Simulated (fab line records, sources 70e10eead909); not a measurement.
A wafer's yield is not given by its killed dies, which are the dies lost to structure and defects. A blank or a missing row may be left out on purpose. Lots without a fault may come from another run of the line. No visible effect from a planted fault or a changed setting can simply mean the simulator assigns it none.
Comparing a struck lot with a sound one	flow nand harc	18 steps out of a route of 1302
Sound: these wafers, L286.1, L286.4, L286.6. Wafers struck: L290.2, L290.3, L290.5. The cause is given at the end.
Each step with rows lists, per side, the tool, then ch with its chambers, then its first start. Under that, the readings that differ: sound wafers	struck wafers	difference of the means	sigmas: that difference in standard deviations of wafers without a fault.
alike: readings whose means differ by less than 2 such deviations, and words and numbers that are the same on both sides. not compared: withheld readings, readings that some wafer has no value for, bounds like >300 that may hide the same value, and numbers for which the record gives no deviation and whose values overlap.
A row with sigmas, a row that says differs or no value, or rows on one side alone: a step with any of these is where the two part. Numbers that have no deviation but don't overlap get no sigmas and don't part them. A reading that every wafer of one side lacks parts them only if that side has two wafers or more.

first, 2 steps without rows for these wafers: NHARC_P_STI_SRD_39; NHARC_P_STI_OXIDE_40 (material SiO2, target thk 10 nm, ox time 1362 s).
NHARC_P_STI_INSPECT_25:
  struck on defect inspect-02, day 7 10:05; sound on defect inspect-02, day 5 14:03
  alike: raw defect count
then, 9 steps without rows for these wafers: NHARC_P_GATE_ETCH_69 (etches SiO2 in dHF, target depth 14 nm); NHARC_P_GATE_PRECLEAN_70 (cleans in SC1); NHARC_P_GATE_SRD_01; NHARC_P_GATE_OXIDE_02 (material SiO2, target thk 37.5 nm, ox time 365 s); NHARC_P_GATE_DEHYDRATE_03 (time 120 s); NHARC_P_GATE_HMDS_04 (time 30 s); NHARC_P_GATE_COAT_05; NHARC_P_GATE_SOFTBAKE_06 (time 95 s); NHARC_P_GATE_EBR_07.
NHARC_P_GATE_EXPOSE_08: exposes mask P HV.
  sound on krf scanner-01 ch 0, day 5 22:23; struck on krf scanner-03 ch 0, day 7 18:18
reading	sound	struck	difference	sigmas
mask	P_HV#0 P_HV#0 P_HV#0	P_NSD#0 P_NSD#0 P_NSD#0	differs	
then, 2 steps without rows for these wafers: NHARC_P_GATE_PEB_09 (peb time 85 s); NHARC_P_GATE_DEVELOP_10 (time 70 s).
NHARC_P_GATE_CD_MEAS_11: target cd 1640 nm.
  sound on cd sem-03 ch 0, day 5 22:32; struck on cd sem-03 ch 0, day 7 18:27
reading	sound	struck	difference	sigmas
cd nm (nm)	1642.6 1642.9 1641.8	- - -	no value on the struck wafers	
then, 1 step without rows for these wafers: NHARC_P_GATE_HARDBAKE_12 (time 80 s).
-- the record jumps here: 20 days lie between the struck wafers' starts before and after (it left off in module P_GATE and takes up again in module END, whose first step shown is number 1302 of the route) --
NHARC_END_SORT_01:
  at this point the record logs the struck wafers (prober-02 ch 0, day 27 11:06) and has no rows for the sound ones

== WHERE THEY PART ==
Last at NHARC_END_SORT_01 as far as this record goes, first at NHARC_P_GATE_EXPOSE_08.

WHY: the cause the simulator had injected
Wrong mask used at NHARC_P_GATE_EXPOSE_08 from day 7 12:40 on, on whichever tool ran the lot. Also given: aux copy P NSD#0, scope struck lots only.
